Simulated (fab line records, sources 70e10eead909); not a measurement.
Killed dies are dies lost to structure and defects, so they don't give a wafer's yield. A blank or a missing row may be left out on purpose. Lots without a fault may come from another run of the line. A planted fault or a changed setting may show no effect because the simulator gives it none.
fab line records | flow nand_harc | part 2 of 2: steps 31 to 38 of 38
record lots=5 wafers=15 last_day=24
route steps=1159 shown A_CHANNEL_FILL_D1@509 A_STAIRCASE@519
lots that met no fault: from a run of the same line without faults
start_h: hours from the record's first day to the start of the lot's first wafer shown | wait_h: hours since the lot's step before | " the same as in the row above | L1.1+2: a row that stands for several wafers | - no value, or no start given | * or withheld: withheld | < > ~ a bound
route shown NAME@n: a module of which the file shows steps, and the number in the route of the first | usual: mean/standard deviation of fault-free wafers | same: alike in all rows | chamber/n: place in a boat | sites: the reading at each site | _std_site: their standard deviation | _edge_site: outer sites' mean less inner sites' | radius_mm: how far each site lies from the wafer's centre | mask NAME#n: copy n | behind: the tool/chamber that last shaped the wafer | hold: why the lot was held/for how many hours/how that ended | device: the transistor (n, p or np) that didn't switch | end of line: the same wafers' tests at the end of the route | a step without rows: its recipe alone | killed: dies lost to structure and defects at the first sort, not the wafer's yield | map: a wafer's dies, x killed, . not, _ none there
set.NAME: the setting as run; set.NAME@STEP: as run at that earlier step | model.NAME: the simulator's own value behind a step, which no gauge read
lots at some steps of the route; a table a step, a row a wafer
services: from which hour (start_h, from the record's first day; less than 0 if before it) a tool's chamber was out of use, for how many hours, and why
## steps
# step NHARC_A_STAIRCASE_EXPOSE_06
# recipe na=0.5 dose_mj=25.43 mask_id=STAIR
# usual reticle_temp_C=22.99/0.1
# same na=0.5
# columns lot.wafer tool chamber start_h wait_h mask reticle_temp_C
L076.3 krf_scanner-03 0 242.55 - STAIR#0 23.02
L076.4 " 0 " " STAIR#0 23.14
L076.5 " 0 " " STAIR#0 22.81
L081.1 krf_scanner-04 0 277.28 - STAIR#0 23.17
L081.5 " 0 " " STAIR#0 22.95
L081.6 " 0 " " STAIR#0 22.86
L083.3 krf_scanner-03 0 285.77 - STAIR#0 23.03
L083.4 " 0 " " STAIR#0 22.99
L083.6 " 0 " " STAIR#0 23.03
L082.2 krf_scanner-01 0 286.05 - STAIR#0 23.10
L082.3 " 0 " " STAIR#0 22.95
L082.4 " 0 " " STAIR#0 22.92
L096.1 krf_scanner-01 0 368.47 - STAIR#0 23.20
L096.3 " 0 " " STAIR#0 23.13
L096.4 " 0 " " STAIR#0 23.21
# step NHARC_A_STAIRCASE_PEB_07
# recipe peb_temp_c=115 peb_time_s=130
# columns lot.wafer tool chamber start_h wait_h
L076.3+4+5 litho_track-03 0 242.60 0.1
L081.1+5+6 litho_track-03 0 277.35 0.1
L083.3+4+6 litho_track-03 0 285.83 0.1
L082.2+3+4 litho_track-05 0 286.11 0.1
L096.1+3+4 litho_track-05 0 368.54 0.1
# step NHARC_A_STAIRCASE_DEVELOP_08
# recipe time_s=140
# columns lot.wafer tool chamber start_h wait_h
L076.3+4+5 litho_track-03 0 - -
L081.1+5+6 litho_track-03 0 - -
L083.3+4+6 litho_track-03 0 - -
L082.2+3+4 litho_track-05 0 - -
L096.1+3+4 litho_track-05 0 - -
# step NHARC_A_STAIRCASE_HARDBAKE_10
# recipe temp_c=120 time_s=140
# columns lot.wafer tool chamber start_h wait_h
L076.3+4+5 litho_track-03 0 242.83 -
L081.1+5+6 litho_track-05 0 277.57 -
L083.3+4+6 litho_track-03 0 286.06 -
L082.2+3+4 litho_track-05 0 286.33 -
L096.1+3+4 litho_track-05 0 368.76 -
# step NHARC_A_STAIRCASE_DESCUM_11
# recipe time_s=3 o2_flow_sccm=200 ar_flow_sccm=0 bias_power_w=0 chemistry=O2
# usual drypump_motor_current_A=5.7/0.33 oes_product_au=1.000/0.0081 rf_vpp_V=57.7/0.92 showerhead_plenum_p_Torr=1.91/0.094 throttle_valve_pct=11.312/0.009
# columns lot.wafer tool chamber start_h wait_h drypump_motor_current_A oes_product_au rf_hours_counter_h rf_vpp_V showerhead_plenum_p_Torr throttle_valve_pct
L076.3 rie_diel-07 1 242.92 - 5.6 0.998 3 56.1 1.80 11.325
L076.4 " 1 " " 5.5 0.996 - 55.5 1.80 11.324
L076.5 " 2 " " 6.0 1.002 - 57.0 1.82 11.328
L081.1 rie_diel-03 3 277.67 - 6.0 0.996 21 57.7 1.97 11.312
L081.5 " 2 " " 5.8 1.009 - 58.7 1.95 11.325
L081.6 " 3 " " 6.1 1.002 - 59.2 1.97 11.309
L083.3 rie_diel-02 1 286.14 - 5.4 1.002 50 57.4 1.80 11.312
L083.4 " 2 " " 5.4 0.994 43 58.4 1.79 11.297
L083.6 " 2 " " 5.4 0.988 - 57.3 1.79 11.320
L082.4 rie_diel-03 2 286.41 - 5.8 0.996 24 58.9 1.95 11.316
L082.2 " 3 " " 6.1 0.995 24 58.7 1.97 11.306
L082.3 " 1 " " 5.8 1.002 24 61.1 2.05 11.317
L096.4 rie_diel-07 2 368.87 - 6.0 1.011 45 58.5 1.81 11.329
L096.3 " 3 " " 5.7 0.996 37 56.8 1.95 11.308
L096.1 " 0 " " 6.3 1.009 41 57.6 2.06 11.294
# step NHARC_A_STAIRCASE_TRIM_12
# recipe time_s=211.2 o2_flow_sccm=500 ar_flow_sccm=0 bias_w=0 chemistry=O2
# usual drypump_motor_current_A=5.7/0.32 oes_product_au=1.000/0.0078 rf_vpp_V=57.8/0.96 showerhead_plenum_p_Torr=3.51/0.16 throttle_valve_pct=17.037/0.0093
# columns lot.wafer tool chamber start_h wait_h drypump_motor_current_A oes_product_au rf_hours_counter_h rf_vpp_V showerhead_plenum_p_Torr throttle_valve_pct
L076.3 rie_diel-07 3 243.03 0.1 5.7 1.002 2 57.2 3.62 17.050
L076.4 " 3 " " 5.7 0.989 - 59.0 3.62 17.028
L076.5 " 1 " " 5.6 0.997 - 59.1 3.33 17.035
L081.1 rie_diel-03 3 277.77 0.1 6.1 0.993 21 59.6 3.62 17.034
L081.5 " 1 " " 5.8 1.004 - 58.0 3.76 17.041
L081.6 " 2 " " 5.8 0.998 - 59.0 3.59 17.039
L083.3 rie_diel-02 1 286.22 0.1 5.4 1.011 50 57.9 3.32 17.045
L083.4 " 0 " " 5.9 1.014 49 57.3 3.45 17.039
L083.6 " 1 " " 5.4 1.005 - 56.0 3.33 17.040
L082.3 rie_diel-03 1 286.51 0.1 5.8 0.994 24 58.9 3.76 17.031
L082.4 " 2 " " 5.7 1.009 24 57.4 3.59 17.031
L082.2 " 3 " " 6.1 1.005 24 57.5 3.62 17.022
L096.4 rie_diel-07 1 368.95 0.1 5.6 0.984 44 56.0 3.31 17.031
L096.1 " 2 " " 6.0 1.006 45 59.4 3.34 17.048
L096.3 " 3 " " 5.7 1.001 37 57.7 3.60 17.057
# step NHARC_A_STAIRCASE_ETCH_13
# recipe target_depth_a=1000 time_s=40.5 ion_energy_ev=400 c4f8_flow_sccm=20 o2_flow_sccm=10 ar_flow_sccm=withheld rf_w=600 bias_w=1000 chemistry=C4F8/O2
# usual oes_product_au=0.938/0.012 rf_vpp_V=895/5.9
# columns lot.wafer tool chamber start_h wait_h oes_product_au rf_hours_counter_h rf_vpp_V
L076.3 rie_diel-07 1 - - 0.944 3 890
L076.4 " 2 " " 0.943 - 889
L076.5 " 3 " " 0.932 - 899
L081.1 rie_diel-03 0 - - 0.957 19 897
L081.6 " 2 " " 0.945 - 898
L081.5 " 3 " " 0.957 - 898
L083.4 rie_diel-02 1 - - 0.940 50 888
L083.3 " 2 " " 0.925 43 889
L083.6 " 0 " " 0.934 - 893
L082.3 rie_diel-03 2 - - 0.936 24 899
L082.4 " 3 " " 0.931 24 899
L082.2 " 0 " " 0.936 22 899
L096.1 rie_diel-07 1 - - 0.920 44 888
L096.4 " 2 " " 0.931 45 890
L096.3 " 3 " " 0.943 37 897
# step NHARC_A_STAIRCASE_TRIM_14
# recipe time_s=211.2 o2_flow_sccm=500 ar_flow_sccm=0 bias_w=0 chemistry=O2
# usual drypump_motor_current_A=5.7/0.34 oes_product_au=1.000/0.0075 rf_vpp_V=57.7/0.87 showerhead_plenum_p_Torr=3.52/0.16 throttle_valve_pct=17.037/0.0098
# columns lot.wafer tool chamber start_h wait_h drypump_motor_current_A oes_product_au rf_hours_counter_h rf_vpp_V showerhead_plenum_p_Torr throttle_valve_pct
L076.3 rie_diel-07 2 - - 6.1 1.007 3 56.9 3.37 17.018
L076.4 " 3 " " 5.7 1.007 - 58.7 3.62 17.031
L076.5 " 2 " " 6.1 1.011 - 57.1 3.37 17.031
L081.1 rie_diel-03 2 - - 5.7 1.006 21 57.2 3.59 17.031
L081.5 " 2 " " 5.8 1.009 - 58.6 3.59 17.045
L081.6 " 3 " " 6.1 1.000 - 57.4 3.62 17.048
L083.4 rie_diel-02 3 - - 5.0 0.999 48 56.9 3.38 17.047
L083.3 " 2 " " 5.4 0.997 43 57.1 3.32 17.031
L083.6 " 3 " " 5.0 1.000 - 56.4 3.38 17.055
L082.4 rie_diel-03 0 - - 5.5 1.003 22 58.5 3.59 17.043
L082.3 " 1 " " 5.8 1.003 25 59.3 3.76 17.040
L082.2 " 2 " " 5.8 0.986 24 57.3 3.59 17.048
L096.4 rie_diel-07 3 - - 5.7 1.002 37 58.0 3.60 17.036
L096.1 " 1 " " 5.6 0.985 44 58.0 3.31 17.025
L096.3 " 2 " " 6.1 0.993 45 56.9 3.34 17.039
## services
# columns tool chamber start_h hours kind
litho_track-03 - 213.00 7.0 pm
wet_bench-01 - 213.65 8.0 pm
rie_diel-03 - 215.30 9.0 pm
rie_diel-03 0 224.77 8.1 repair
rie_diel-07 - 228.37 9.0 pm
rie_diel-11 1 235.34 6.8 repair
litho_track-05 - 237.00 7.0 pm
krf_scanner-03 - 238.45 3.1 repair
rie_diel-07 0 241.42 3.2 repair
rie_diel-03 1 245.13 1.9 repair
rie_diel-11 - 245.32 0.3 repair
rie_diel-02 2 254.31 11.7 repair
krf_scanner-03 - 276.08 1.7 repair
wet_bench-09 - 288.80 8.0 pm
rie_diel-11 - 303.16 0.5 repair
krf_scanner-03 - 310.43 1.0 repair
rie_diel-07 3 320.10 10.3 repair
rie_diel-02 - 328.11 9.0 pm
wet_bench-09 - 333.25 6.2 repair
wet_bench-04 - 339.20 8.0 pm
krf_scanner-03 - 340.00 4.0 pm
rie_diel-07 - 349.49 0.6 repair
krf_scanner-03 - 362.27 2.5 repair
litho_track-07 - 364.00 7.0 pm
